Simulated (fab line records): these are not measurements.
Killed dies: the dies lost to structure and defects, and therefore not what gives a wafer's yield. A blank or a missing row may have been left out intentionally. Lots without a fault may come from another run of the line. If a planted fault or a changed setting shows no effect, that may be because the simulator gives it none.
fab line records	flow n5_finfet
[record] lots = 7	wafers = 21
route steps=1938 shown SD_EPI_N@268 SDB@348 HKMG_FIN@427 GATE_CUT@490
start_h: start of the lot's first displayed wafer, in hours after the record's first day	wait_h: how many hours have passed since the lot's step before this one	" the same as in the row above	L1.1+2: a single row standing in for several wafers	- no value, or no start given	* or withheld: withheld	< > ~ a bound
route shown NAME@n: names a module that has steps shown in the file, with the first one's number in the route	usual: mean/standard deviation of fault-free wafers	same: alike in all rows	chamber/n: place in a boat	sites: the reading at each site	_std_site: standard deviation across them	_edge_site: inner sites' mean taken away from outer sites' mean	radius_mm: how far each site lies from the wafer's centre	mask NAME#n: copy n	behind: the last tool/chamber to shape the wafer	hold: what put the lot on hold/how long, in hours/how the hold closed	device: which transistor (n, p or np) failed to switch	end of line: the same wafers' tests at the end of the route	where a step has no rows: the recipe by itself	killed: count of dies lost to structure and defects at first sort (not the wafer's yield)	map: dies across one wafer; x = killed, . = not, _ = none there
set.NAME: the setting the step ran with; set.NAME@STEP: the setting that earlier step ran with	model.NAME: the simulator's own value behind a step, which no gauge read
lots where settings were altered on purpose, with a table for each step and a row for each wafer
[[steps]]
[step N5_SD_EPI_N_PEB_07]
[recipe] peb_temp_c = 110	peb_time_s = 60	resist = CAR-ArF-block
lot.wafer	tool	chamber	start_h	wait_h	set.peb_time_s
L074.1+5	litho_track-04	0	49.67	0.1	60
L074.3	"	0	"	"	64.16
L078.1+2+5	litho_track-03	0	72.32	0.1	60
L080.1+4	litho_track-03	0	84.60	0.1	66.07
L080.3	"	0	"	"	60
L086.1	litho_track-04	0	126.31	0.1	60
L086.3+4	"	0	"	"	64.29
L087.1+2+3	litho_track-03	0	130.89	0.1	60
L088.1+2	litho_track-03	0	133.87	0.1	60
L088.3	"	0	"	"	47.02
L096.2+3+6	litho_track-05	0	179.34	0.0	60
[step N5_SD_EPI_N_DEVELOP_08]
[recipe] develop_time_s = 30	developer = TMAH	resist = CAR-ArF-block	dev_temp_c = 23	rinse_liquid = diw	dry = air_spin
lot.wafer	tool	chamber	start_h	wait_h	set.develop_time_s
L074.1+3+5	litho_track-04	0	-	-	30
L078.1	litho_track-03	0	-	-	32.31
L078.2+5	"	0	"	"	30
L080.1+4	litho_track-03	0	-	-	30
L080.3	"	0	"	"	27.64
L086.1+3+4	litho_track-04	0	-	-	30
L087.1+2+3	litho_track-03	0	-	-	30
L088.1+2	litho_track-03	0	-	-	25.68
L088.3	"	0	"	"	30
L096.2	litho_track-05	0	-	-	30
L096.3+6	"	0	"	"	24.83
[step N5_SD_EPI_N_CD_MEAS_09]
[recipe] target_cd_nm = 120	landing_energy_ev = 500	detector = se_inlens
[usual] cd_nm = 120.2/0.75
lot.wafer	tool	chamber	start_h	wait_h	set.peb_time_s@SD_EPI_N_PEB_07	cd_nm
L074.1	cd_sem-01	0	49.74	-	60	119.7
L074.3	"	0	"	"	64.16	122.6
L074.5	"	0	"	"	60	120.7
L078.1	cd_sem-01	0	72.38	-	60	121.2
L078.2	"	0	"	"	60	120.0
L078.5	"	0	"	"	60	120.0
L080.1	cd_sem-03	0	84.67	-	66.07	123.2
L080.3	"	0	"	"	60	119.3
L080.4	"	0	"	"	66.07	122.9
L086.1	cd_sem-02	0	126.38	-	60	120.9
L086.3	"	0	"	"	64.29	124.2
L086.4	"	0	"	"	64.29	124.2
L087.1	cd_sem-03	0	130.96	-	60	120.8
L087.2	"	0	"	"	60	120.7
L087.3	"	0	"	"	60	119.8
L088.1	cd_sem-01	0	133.94	-	60	120.2
L088.2	"	0	"	"	60	119.5
L088.3	"	0	"	"	47.02	111.8
L096.2	cd_sem-02	0	179.41	-	60	119.6
L096.3	"	0	"	"	60	118.7
L096.6	"	0	"	"	60	117.8
[step N5_SD_EPI_N_DESCUM_14]
[recipe] chemistry = O2	time_s = 7.9	source_power_w = 50	bias_power_w = 20	pressure_mtorr = 20	rf_frequency_hz = 2.712e+07	temp_c = 40	resist = CAR-ArF-block	o2_flow_sccm = 225
lot.wafer	tool	chamber	start_h	wait_h	set.peb_time_s@SD_EPI_N_PEB_07	model.SD_EPI_N.cd_nm
L074.1	rie_diel-05	2	50.16	0.4	60	119.6
L074.3	"	0	"	"	64.16	122.6
L074.5	"	3	"	"	60	120.6
L078.1	rie_diel-05	2	72.88	0.4	60	121.2
L078.2	"	1	"	"	60	119.4
L078.5	"	3	"	"	60	120.4
L080.1+4	rie_diel-04	2,1	84.76	0.0	66.07	123
L080.3	"	0	"	"	60	119.4
L086.1	rie_diel-04	3	126.46	0.0	60	121
L086.3+4	"	1,2	"	"	64.29	124
L087.1	rie_diel-05	2	131.05	0.0	60	120.2
L087.2	"	1	"	"	60	120.6
L087.3	"	0	"	"	60	119.8
L088.1	rie_diel-05	3	134.02	0.0	60	120
L088.2	"	2	"	"	60	119.4
L088.3	"	0	"	"	47.02	111.8
L096.2	rie_diel-02	3	179.49	0.0	60	120
L096.3	"	2	"	"	60	118.4
L096.6	"	2	"	"	60	117.6
[step N5_SD_EPI_N_ETCH_34]
[recipe] chemistry = CF4	target = SiARC	target_depth_a = 455	mask_material = CAR-ArF-block	time_s = 75.8	ion_energy_ev = 80	pressure_mtorr = 40	source_w = 545	bias_w = 36	Ar_flow_sccm = 100	cf4_flow_sccm = 100	ends = cleared
[step N5_SD_EPI_N_ETCH_35]
[recipe] chemistry = N2/H2	target = SOC	overetch_a = 1080	mask_material = SiARC	temp_c = 40	ion_energy_ev = 100	source_w = 3000	bias_w = 133	pressure_mtorr = 20	time_s = 486	n2_flow_sccm = 200	h2_flow_sccm = 200
lot.wafer	tool	chamber	start_h	wait_h	set.peb_time_s@SD_EPI_N_PEB_07	model.SD_EPI_N.cd_nm
L074.1	rie_diel-05	2	50.26	0.0	60	117.8
L074.3	"	0	"	"	64.16	124.8
L074.5	"	3	"	"	60	119.2
L078.1+5	rie_diel-05	2,3	72.97	0.0	60	119.2
L078.2	"	1	"	"	60	117.4
L080.1	rie_diel-04	2	84.85	0.0	66.07	121.4
L080.3	"	0	"	"	60	118
L080.4	"	1	"	"	66.07	123.4
L086.1	rie_diel-04	3	126.56	0.0	60	119.8
L086.3	"	1	"	"	64.29	124
L086.4	"	2	"	"	64.29	122.8
L087.1	rie_diel-05	2	131.14	0.0	60	118
L087.2	"	1	"	"	60	118.8
L087.3	"	0	"	"	60	120
L088.1	rie_diel-05	3	134.11	0.0	60	120.8
L088.2	"	2	"	"	60	117.8
L088.3	"	0	"	"	47.02	112.6
L096.2	rie_diel-02	3	179.58	0.0	60	119.8
L096.3	"	2	"	"	60	119.6
L096.6	"	2	"	"	60	118.2
[step N5_SD_EPI_N_STRIP_36]
[recipe] chemistry = N2/H2	temp_c = 40	n2_flow_sccm = 200	h2_flow_sccm = 200	rf_frequency_hz = 6e+07
[step N5_SD_EPI_N_ETCHBACK_44]
[recipe] chemistry = CH3F/O2	mode = anisotropic_etchback	target = SiNx	target_depth_a = 145	stop_on = SiO2	over_etch_frac = 0.3	ion_energy_ev = 120	pressure_mtorr = 30	source_w = 395	bias_w = 73	Ar_flow_sccm = 150	CH3F_flow_sccm = 30	O2_flow_sccm = 20
[step N5_SD_EPI_N_ETCH_45]
[recipe] chemistry = CH3F/O2	target = SiOCN	target_depth_a = 60	mask_material = SOC	ion_energy_ev = 60	bias_w = 29	pressure_mtorr = 15	source_w = 410	Ar_flow_sccm = 150	CH3F_flow_sccm = 30	O2_flow_sccm = 20
[step N5_SD_EPI_N_ETCH_16]
[recipe] chemistry = CHF3/O2	target = SiO2	target_depth_a = 50	mask_material = SOC	pressure_mtorr = 30	source_w = 650	bias_w = 170	Ar_flow_sccm = 200	CHF3_flow_sccm = 50	O2_flow_sccm = 5	ion_energy_ev = 200
lot.wafer	tool	chamber	start_h	wait_h	set.peb_time_s@SD_EPI_N_PEB_07	model.SD_EPI_N.cd_nm
L074.1	rie_diel-05	2	50.78	0.1	60	118
L074.3	"	0	"	"	64.16	124.8
L074.5	"	3	"	"	60	119.2
L078.1	rie_diel-05	2	73.50	0.1	60	119.2
L078.2	"	1	"	"	60	117.4
L078.5	"	3	"	"	60	119
L080.1	rie_diel-04	2	85.38	0.1	66.07	121.6
L080.3	"	0	"	"	60	118
L080.4	"	1	"	"	66.07	123.4
L086.1	rie_diel-04	3	127.08	0.1	60	119.8
L086.3	"	1	"	"	64.29	123.8
L086.4	"	2	"	"	64.29	122.8
L087.1	rie_diel-05	2	131.67	0.1	60	118.4
L087.2	"	1	"	"	60	119
L087.3	"	0	"	"	60	120.4
L088.1	rie_diel-05	3	134.64	0.1	60	120.8
L088.2	"	2	"	"	60	118
L088.3	"	0	"	"	47.02	113
L096.2	rie_diel-02	3	180.11	0.1	60	119.8
L096.3	"	2	"	"	60	119.6
L096.6	"	2	"	"	60	118.4
[step N5_SDB_COAT_03]
[recipe] resist = SOC	temp_c = 250	time_s = 60	spin_rpm = 1500	resist_thk_nm = 100
lot.wafer	tool	chamber	start_h	wait_h	set.spin_rpm	model.SOC_of_SDB_COAT_03.thk_nm
L074.1+5	litho_track-01	0	66.54	0.1	1648	95.8
L074.3	"	0	"	"	1500	100
L078.1	litho_track-03	0	90.86	0.1	1500	100.6
L078.2	"	0	"	"	1500	101
L078.5	"	0	"	"	1500	100.8
L080.1	litho_track-01	0	104.72	0.1	1500	101
L080.3	"	0	"	"	1500	100.4
L080.4	"	0	"	"	1500	100.6
L086.1+3	litho_track-01	0	143.00	0.1	1339	106.8
L086.4	"	0	"	"	1500	100.8
L087.1	litho_track-01	0	147.51	0.1	1500	100.6
L087.2	"	0	"	"	1500	100.8
L087.3	"	0	"	"	1500	100.4
L088.1	litho_track-03	0	151.40	0.1	1500	100
L088.2	"	0	"	"	1500	99.6
L088.3	"	0	"	"	1371	104.2
L096.2	litho_track-03	0	195.00	0.1	1500	99.8
L096.3	"	0	"	"	1500	100
L096.6	"	0	"	"	1624	95.6
[step N5_SDB_COAT_04]
[recipe] resist = SiARC	temp_c = 220	time_s = 60	spin_rpm = 1500	resist_thk_nm = 18
[step N5_SDB_COAT_05]
[recipe] resist = CAR-ArF	spin_rpm = 1500	resist_thk_nm = 90
[step N5_SDB_DESCUM_16]
[recipe] chemistry = O2	time_s = 7.9	source_power_w = 50	bias_power_w = 20	pressure_mtorr = 20	rf_frequency_hz = 2.712e+07	temp_c = 40	resist = CAR-ArF	o2_flow_sccm = 225
[step N5_SDB_ETCH_17]
[recipe] chemistry = CF4	target = SiARC	target_depth_a = 234	mask_material = CAR-ArF	time_s = 39	ion_energy_ev = 80	pressure_mtorr = 40	source_w = 545	bias_w = 36	Ar_flow_sccm = 100	cf4_flow_sccm = 100	ends = cleared
[step N5_SDB_ETCH_18]
[recipe] chemistry = N2/H2	target = SOC	target_depth_a = 1000	overetch_a = 200	mask_material = SiARC	temp_c = 40	time_s = 150	ion_energy_ev = 200	pressure_mtorr = 30	source_w = 840	bias_w = 150	n2_flow_sccm = 200	h2_flow_sccm = 200
lot.wafer	tool	chamber	start_h	wait_h	set.spin_rpm@SDB_COAT_03	model.etch.depth_nm
L074.1	rie_diel-04	0	67.40	0.0	1648	95.74
L074.3	"	1	"	"	1500	100
L074.5	"	1	"	"	1648	95.7
L078.1	rie_diel-04	2	91.43	0.0	1500	100.6
L078.2	"	3	"	"	1500	100.9
L078.5	"	1	"	"	1500	100.7
L080.1	rie_diel-04	1	105.24	0.0	1500	101
L080.3	"	3	"	"	1500	100.4
L080.4	"	0	"	"	1500	100.6
L086.1	rie_diel-05	2	143.53	0.0	1339	106.9
L086.3	"	3	"	"	1339	106.8
L086.4	"	1	"	"	1500	100.7
L087.1	rie_diel-05	0	148.05	0.0	1500	100.5
L087.2	"	2	"	"	1500	100.8
L087.3	"	3	"	"	1500	100.3
L088.1	rie_diel-02	3	151.80	0.0	1500	99.9
L088.2	"	1	"	"	1500	99.65
L088.3	"	0	"	"	1371	104.2
L096.2	rie_diel-05	2	195.40	0.0	1500	99.84
L096.3	"	0	"	"	1500	99.98
L096.6	"	3	"	"	1624	95.67
[step N5_SDB_STRIP_19]
[recipe] chemistry = N2/H2	temp_c = 40	n2_flow_sccm = 200	h2_flow_sccm = 200	rf_frequency_hz = 6e+07
[step N5_SDB_STRIP_21]
[recipe] chemistry = CF4	resist = SiARC	power_w = 300	bias_power_w = 75	pressure_mtorr = 50	cf4_flow_sccm = 150	rf_frequency_hz = 6e+07
[step N5_SDB_HM_OPEN_20]
[recipe] chemistry = CH3F/O2	target = SiNx	mask_material = SOC	target_depth_a = 240	stop_on = poly-Si	over_etch_frac = 0.4	ion_energy_ev = 120	pressure_mtorr = 30	source_w = 395	bias_w = 73	Ar_flow_sccm = 150	CH3F_flow_sccm = 30	O2_flow_sccm = 20
[step N5_SDB_STRIP_22]
[recipe] chemistry = N2/H2	power_w = 1000	temp_c = 250	h2_frac = 0.65	overash_fraction = 0.3	pressure_mtorr = withheld	n2_flow_sccm = 1750	h2_flow_sccm = 3250
[usual] strip_time_to_endpoint_s = 96.6/0.39
lot.wafer	tool	chamber	start_h	wait_h	set.spin_rpm@SDB_COAT_03	strip_time_to_endpoint_s
L074.1	plasma_asher-01	1	67.64	0.1	1648	92.4
L074.3	"	0	"	"	1500	96.3
L074.5	"	0	"	"	1648	92.3
L078.1	plasma_asher-02	0	91.67	0.1	1500	96.6
L078.2	"	1	"	"	1500	97.2
L078.5	"	0	"	"	1500	97.0
L080.1	plasma_asher-01	0	105.48	0.1	1500	97.5
L080.3	"	1	"	"	1500	97.0
L080.4	"	0	"	"	1500	97.1
L086.1	plasma_asher-02	1	143.77	0.1	1339	102.6
L086.3	"	0	"	"	1339	102.7
L086.4	"	1	"	"	1500	97.2
L087.1	plasma_asher-02	0	148.29	0.1	1500	96.6
L087.2	"	1	"	"	1500	97.1
L087.3	"	1	"	"	1500	96.7
L088.1	plasma_asher-02	1	152.04	0.1	1500	96.1
L088.2	"	0	"	"	1500	95.9
L088.3	"	0	"	"	1371	100.5
L096.2	plasma_asher-02	1	195.64	0.1	1500	96.3
L096.3	"	0	"	"	1500	96.2
L096.6	"	0	"	"	1624	92.6
[step N5_HKMG_FIN_EXPOSE_09]
[recipe] mask_id = NWFM	na = 1.35	source_shape = conventional	sigma_outer = 0.8	polarization = unpolarized	dose_mj = 39.25
lot.wafer	tool	chamber	start_h	wait_h	mask	set.dose_mj
L074.1+3+5	arfi_scanner-03	0	78.38	-	NWFM#0	37.86
L078.1+5	arfi_scanner-03	0	100.96	-	NWFM#0	41.09
L078.2	"	0	"	"	NWFM#0	39.25
L080.1+3	arfi_scanner-02	0	114.57	-	NWFM#0	41.07
L080.4	"	0	"	"	NWFM#0	39.25
L086.1	arfi_scanner-03	0	152.55	-	NWFM#0	39.25
L086.3+4	"	0	"	"	NWFM#0	40.44
L087.1+2+3	arfi_scanner-02	0	156.79	-	NWFM#0	39.25
L088.1+2+3	arfi_scanner-03	0	161.03	-	NWFM#0	39.25
L096.2+3+6	arfi_scanner-03	0	204.14	-	NWFM#0	41.48
[step N5_HKMG_FIN_PEB_10]
[recipe] peb_temp_c = withheld	peb_time_s = 60	resist = CAR-ArF
[step N5_HKMG_FIN_DEVELOP_11]
[recipe] develop_time_s = 30	developer = TMAH	resist = CAR-ArF	dev_temp_c = 23	rinse_liquid = diw	dry = air_spin
[step N5_HKMG_FIN_CD_MEAS_12]
[recipe] target_cd_nm = 92.8	landing_energy_ev = 500	detector = se_inlens
[usual] cd_nm = 92.7/0.49
lot.wafer	tool	chamber	start_h	wait_h	set.dose_mj@HKMG_FIN_EXPOSE_09	cd_nm
L074.1	cd_sem-03	0	78.50	-	37.86	90.9
L074.3	"	0	"	"	37.86	90.7
L074.5	"	0	"	"	37.86	90.6
L078.1	cd_sem-03	0	101.09	-	41.09	95.9
L078.2	"	0	"	"	39.25	92.3
L078.5	"	0	"	"	41.09	95.8
L080.1	cd_sem-03	0	114.69	-	41.07	94.9
L080.3	"	0	"	"	41.07	95.4
L080.4	"	0	"	"	39.25	92.6
L086.1	cd_sem-02	0	152.67	-	39.25	92.6
L086.3	"	0	"	"	40.44	95.0
L086.4	"	0	"	"	40.44	93.8
L087.1	cd_sem-01	0	156.91	-	39.25	92.8
L087.2	"	0	"	"	39.25	93.0
L087.3	"	0	"	"	39.25	93.0
L088.1	cd_sem-03	0	161.15	-	39.25	93.7
L088.2	"	0	"	"	39.25	92.7
L088.3	"	0	"	"	39.25	93.0
L096.2	cd_sem-01	0	204.26	-	41.48	96.5
L096.3	"	0	"	"	41.48	95.3
L096.6	"	0	"	"	41.48	96.1
[step N5_HKMG_FIN_DESCUM_17]
[recipe] chemistry = O2	time_s = 7.9	source_power_w = 50	bias_power_w = 20	pressure_mtorr = 20	rf_frequency_hz = 2.712e+07	temp_c = 40	resist = CAR-ArF	o2_flow_sccm = 225
lot.wafer	tool	chamber	start_h	wait_h	set.time_s	model.CAR-ArF_of_HKMG_FIN_COAT_06.thk_nm
L074.1	rie_diel-04	1	78.61	0.1	6.564	84
L074.3	"	0	"	"	6.564	83.8
L074.5	"	0	"	"	7.9	83
L078.1+5	rie_diel-05	2,0	101.42	0.3	7.9	83.6
L078.2	"	0	"	"	9.539	82.4
L080.1	rie_diel-04	0	114.78	0.0	8.497	83.4
L080.3	"	3	"	"	7.9	83.8
L080.4	"	1	"	"	8.497	83
L086.1+3	rie_diel-02	3,2	152.76	0.0	7.9	83.4
L086.4	"	1	"	"	7.9	83.2
L087.1+3	rie_diel-04	2,3	157.00	0.0	7.9	83.4
L087.2	"	1	"	"	7.9	83.8
L088.1+3	rie_diel-05	0,1	161.24	0.0	7.9	83.8
L088.2	"	2	"	"	7.9	83.6
L096.2	rie_diel-02	3	204.35	0.0	9.091	82.8
L096.3	"	2	"	"	7.9	84
L096.6	"	3	"	"	9.091	83.4
[step N5_HKMG_FIN_ETCH_31]
[recipe] chemistry = CF4	target = SiARC	target_depth_a = 455	mask_material = CAR-ArF	time_s = 75.8	ion_energy_ev = 80	pressure_mtorr = 40	source_w = 545	bias_w = 36	Ar_flow_sccm = 100	cf4_flow_sccm = 100	ends = cleared
lot.wafer	tool	chamber	start_h	wait_h	set.time_s@HKMG_FIN_DESCUM_17	model.CAR-ArF_of_HKMG_FIN_COAT_06.thk_nm
L074.1+3	rie_diel-04	1,0	78.64	0.0	6.564	51.4
L074.5	"	0	"	"	7.9	50.4
L078.1+5	rie_diel-05	2,0	101.46	0.0	7.9	51
L078.2	"	0	"	"	9.539	50
L080.1	rie_diel-04	0	114.82	0.0	8.497	50.6
L080.3	"	3	"	"	7.9	51
L080.4	"	1	"	"	8.497	50.4
L086.1+3+4	rie_diel-02	3,2,1	152.79	0.0	7.9	50.8
L087.1+3	rie_diel-04	2,3	157.03	0.0	7.9	50.8
L087.2	"	1	"	"	7.9	51
L088.1	rie_diel-05	0	161.28	0.0	7.9	51.4
L088.2	"	2	"	"	7.9	50.8
L088.3	"	1	"	"	7.9	51.2
L096.2	rie_diel-02	3	204.38	0.0	9.091	50
L096.3	"	2	"	"	7.9	51.2
L096.6	"	3	"	"	9.091	50.4
[step N5_GATE_CUT_DESCUM_18]
[recipe] chemistry = O2	time_s = 7	source_power_w = 50	bias_power_w = 20	pressure_mtorr = 20	rf_frequency_hz = 2.712e+07	temp_c = 40	resist = CAR-EUV	o2_flow_sccm = 225
lot.wafer	tool	chamber	start_h	wait_h	set.time_s	model.CAR-EUV_of_GATE_CUT_COAT_07.thk_nm
L074.1	rie_diel-01	0	87.85	0.0	6.071	26.4
L074.3	"	1	"	"	7	26
L074.5	"	3	"	"	6.071	26.6
L078.1	rie_diel-06	2	109.86	0.0	7.487	26
L078.2+5	"	3,0	"	"	7	26.2
L080.1+3+4	rie_diel-03	2,3,0	123.19	0.3	7	26
L086.1+3	rie_diel-06	3,1	161.64	0.0	7.891	25.6
L086.4	"	0	"	"	7	26.2
L087.1+3	rie_diel-06	1,0	165.95	0.0	7	26.2
L087.2	"	2	"	"	7	26
L088.1+2+3	rie_diel-06	2,0,1	169.94	0.0	8.477	25.4
L096.2	rie_diel-01	2	213.31	0.2	5.553	26.8
L096.3	"	3	"	"	5.553	27
L096.6	"	2	"	"	7	26.2
[step N5_GATE_CUT_ETCH_28]
[recipe] chemistry = N2/H2	target = underlayer	target_depth_a = 130	mask_material = CAR-EUV	time_s = 10.4	ion_energy_ev = 200	pressure_mtorr = 30	source_w = 840	bias_w = 150	n2_flow_sccm = 200	h2_flow_sccm = 200	ends = cleared
[step N5_GATE_CUT_ETCH_36]
[recipe] chemistry = CF4	target = SiARC	target_depth_a = 130	mask_material = CAR-EUV	time_s = 21.7	ion_energy_ev = 80	pressure_mtorr = 40	source_w = 545	bias_w = 36	Ar_flow_sccm = 100	cf4_flow_sccm = 100	ends = cleared
lot.wafer	tool	chamber	start_h	wait_h	set.time_s@GATE_CUT_DESCUM_18	model.CAR-EUV_of_GATE_CUT_COAT_07.thk_nm
L074.1	rie_diel-01	0	87.91	0.0	6.071	7.4
L074.3	"	1	"	"	7	7
L074.5	"	3	"	"	6.071	7.6
L078.1	rie_diel-06	2	109.91	0.0	7.487	6.6
L078.2	"	3	"	"	7	7
L078.5	"	0	"	"	7	6.8
L080.1	rie_diel-03	2	123.24	0.0	7	6.8
L080.3+4	"	3,0	"	"	7	7
L086.1	rie_diel-06	3	161.70	0.0	7.891	6.6
L086.3	"	1	"	"	7.891	6.4
L086.4	"	0	"	"	7	6.8
L087.1+3	rie_diel-06	1,0	166.01	0.0	7	7
L087.2	"	2	"	"	7	6.8
L088.1+3	rie_diel-06	2,1	169.99	0.0	8.477	6.2
L088.2	"	0	"	"	8.477	6
L096.2	rie_diel-01	2	213.36	0.0	5.553	7.6
L096.3	"	3	"	"	5.553	8
L096.6	"	2	"	"	7	6.8
[step N5_GATE_CUT_ETCH_37]
[recipe] chemistry = N2/H2	target = SOC	target_depth_a = 600	overetch_a = 120	mask_material = SiARC	temp_c = 40	time_s = 90	ion_energy_ev = 200	pressure_mtorr = 30	source_w = 840	bias_w = 150	n2_flow_sccm = 200	h2_flow_sccm = 200
[usual] rf_vpp_V = 524.2/2.8
lot.wafer	tool	chamber	start_h	wait_h	set.bias_w	rf_vpp_V	model.SiARC_of_GATE_CUT_COAT_35.thk_nm
L074.1	rie_diel-01	0	87.93	0.0	150	526.9	6.2
L074.3	"	1	"	"	169.4	565.7	5.2
L074.5	"	3	"	"	150	520.3	6
L078.1	rie_diel-06	2	109.94	0.0	150	522.3	6.2
L078.2	"	3	"	"	150	527.5	6
L078.5	"	0	"	"	128.4	473.1	7
L080.1	rie_diel-03	2	123.27	0.0	150	521.1	6
L080.3	"	3	"	"	150	525.1	5.8
L080.4	"	0	"	"	132.8	488.1	6.6
L086.1	rie_diel-06	3	161.72	0.0	150	528.8	6
L086.3	"	1	"	"	128.9	477.1	6.8
L086.4	"	0	"	"	128.9	472.9	7
L087.1	rie_diel-06	1	166.03	0.0	150	525.4	6
L087.2	"	2	"	"	150	521.7	6.2
L087.3	"	0	"	"	150	522.4	6.2
L088.1	rie_diel-06	2	170.02	0.0	150	522.0	6.2
L088.2	"	0	"	"	174.8	574.2	5.4
L088.3	"	1	"	"	150	526.3	6
L096.2	rie_diel-01	2	213.39	0.0	150	520.3	6
L096.3	"	3	"	"	137.2	492.7	6.4
L096.6	"	2	"	"	137.2	492.4	6.4
[[key]]
[split] step = N5_SD_EPI_N_PEB_07	setting = peb_time_s	stated = 60	by = wafer
[response] step = N5_SD_EPI_N_CD_MEAS_09	reading = cd_nm	change = +0.374	per = 1%	r = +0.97
[response] step = N5_SD_EPI_N_DESCUM_14	reading = model.SD_EPI_N.cd_nm	change = +0.368	per = 1%	r = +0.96
[response] step = N5_SD_EPI_N_ETCH_35	reading = model.SD_EPI_N.cd_nm	change = +0.387	per = 1%	r = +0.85
[response] step = N5_SD_EPI_N_ETCH_16	reading = model.SD_EPI_N.cd_nm	change = +0.376	per = 1%	r = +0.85
[split] step = N5_SD_EPI_N_DEVELOP_08	setting = develop_time_s	stated = 30	by = wafer
response none clear
[split] step = N5_SDB_COAT_03	setting = spin_rpm	stated = 1500	by = wafer
[response] step = N5_SDB_COAT_03	reading = model.SOC_of_SDB_COAT_03.thk_nm	change = -0.505	per = 1%	r = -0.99
[response] step = N5_SDB_ETCH_18	reading = model.etch.depth_nm	change = -0.511	per = 1%	r = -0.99
[response] step = N5_SDB_STRIP_22	reading = strip_time_to_endpoint_s	change = *	per = 1%	r = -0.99
[split] step = N5_HKMG_FIN_EXPOSE_09	setting = dose_mj	stated = 39.25	by = wafer
[response] step = N5_HKMG_FIN_CD_MEAS_12	reading = cd_nm	change = +0.643	per = 1%	r = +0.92
[split] step = N5_HKMG_FIN_DESCUM_17	setting = time_s	stated = 7.9	by = wafer
[response] step = N5_HKMG_FIN_DESCUM_17	reading = model.CAR-ArF_of_HKMG_FIN_COAT_06.thk_nm	change = -0.0582	per = 1%	r = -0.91
[response] step = N5_HKMG_FIN_ETCH_31	reading = model.CAR-ArF_of_HKMG_FIN_COAT_06.thk_nm	change = -0.0565	per = 1%	r = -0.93
[split] step = N5_GATE_CUT_DESCUM_18	setting = time_s	stated = 7	by = wafer
[response] step = N5_GATE_CUT_DESCUM_18	reading = model.CAR-EUV_of_GATE_CUT_COAT_07.thk_nm	change = -0.037	per = 1%	r = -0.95
[response] step = N5_GATE_CUT_ETCH_36	reading = model.CAR-EUV_of_GATE_CUT_COAT_07.thk_nm	change = -0.0408	per = 1%	r = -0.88
[split] step = N5_GATE_CUT_ETCH_37	setting = bias_w	stated = 150	by = wafer
[response] step = N5_GATE_CUT_ETCH_37	reading = rf_vpp_V	change = +3.35	per = 1%	r = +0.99
[response] step = N5_GATE_CUT_ETCH_37	reading = model.SiARC_of_GATE_CUT_COAT_35.thk_nm	change = -0.0574	per = 1%	r = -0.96
